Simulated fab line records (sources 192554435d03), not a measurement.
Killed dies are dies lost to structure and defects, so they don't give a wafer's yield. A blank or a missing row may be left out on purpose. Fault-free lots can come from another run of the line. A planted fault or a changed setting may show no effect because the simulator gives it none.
Matching of chambers -- flow n5-finfet -- 4 sister chambers for N5_BEOL_M15_ETCH_59 on rie-diel-01
The step etches BARC in N2/H2, target depth 89 nm, overetch 26.7 nm, time 67.9 s. 14 wafers are shown with their chamber, then 7 later ones without.

WAFERS WITH THEIR CHAMBER
wafer,chamber,throttle-valve-pct (%),drypump-motor-current-A (A),showerhead-plenum-p-Torr (Torr)
L076.2,1,17.92,5.8,2.61
L076.3,0,18.20,6.4,2.59
L076.6,0,18.20,6.3,2.59
L077.2,0,18.19,6.3,2.59
L077.3,3,17.83,5.9,2.56
L077.4,1,17.94,5.8,2.61
L082.1,3,17.86,5.9,2.55
L082.3,2,17.59,5.9,2.67
L082.6,0,18.22,6.3,2.58
L089.2,0,18.25,6.3,2.57
L089.3,2,17.63,5.8,2.67
L089.5,1,17.97,5.8,2.60
L090.1,1,17.98,5.8,2.60
L090.3,2,17.63,5.8,2.66

SIGNATURES (averages over the wafers above)
reading,chamber 0,chamber 1,chamber 2,chamber 3,scatter within a chamber
throttle-valve-pct,18.2120,17.9525,17.6167,17.8450,0.0246
drypump-motor-current-A,6.320,5.800,5.833,5.900,0.0383
showerhead-plenum-p-Torr,2.5840,2.6050,2.6667,2.5550,0.00733
Rule: distance of a wafer from a chamber = root of the sum over the readings of ((wafer's reading minus chamber's mean) / reading's scatter) squared. If the next closest chamber is less than 2 further off than the closest, the wafer can't be placed; otherwise it belongs to the closest. The scatter is the square root of a quotient: the sum, over the shown wafers, of each reading's squared deviation from its chamber's mean, divided by wafers minus chambers.

WAFERS WHOSE CHAMBER IS MISSING
wafer,throttle-valve-pct (%),drypump-motor-current-A (A),showerhead-plenum-p-Torr (Torr)
L090.6,17.89,5.8,2.54
L093.1,17.90,5.8,2.54
L093.3,18.26,6.3,2.57
L093.5,17.89,5.8,2.54
L095.2,17.66,5.9,2.66
L095.4,18.27,6.3,2.57
L095.5,18.28,6.3,2.57

WHICH CHAMBER EACH ONE RAN IN
wafer,from the rows above,in truth
L090.6,3,3
L093.1,3,3
L093.3,0,0
L093.5,3,3
L095.2,2,2
L095.4,0,0
L095.5,0,0
7 of 7 placed correctly. Left unplaced by these rows: 0. Wrongly placed: 0.
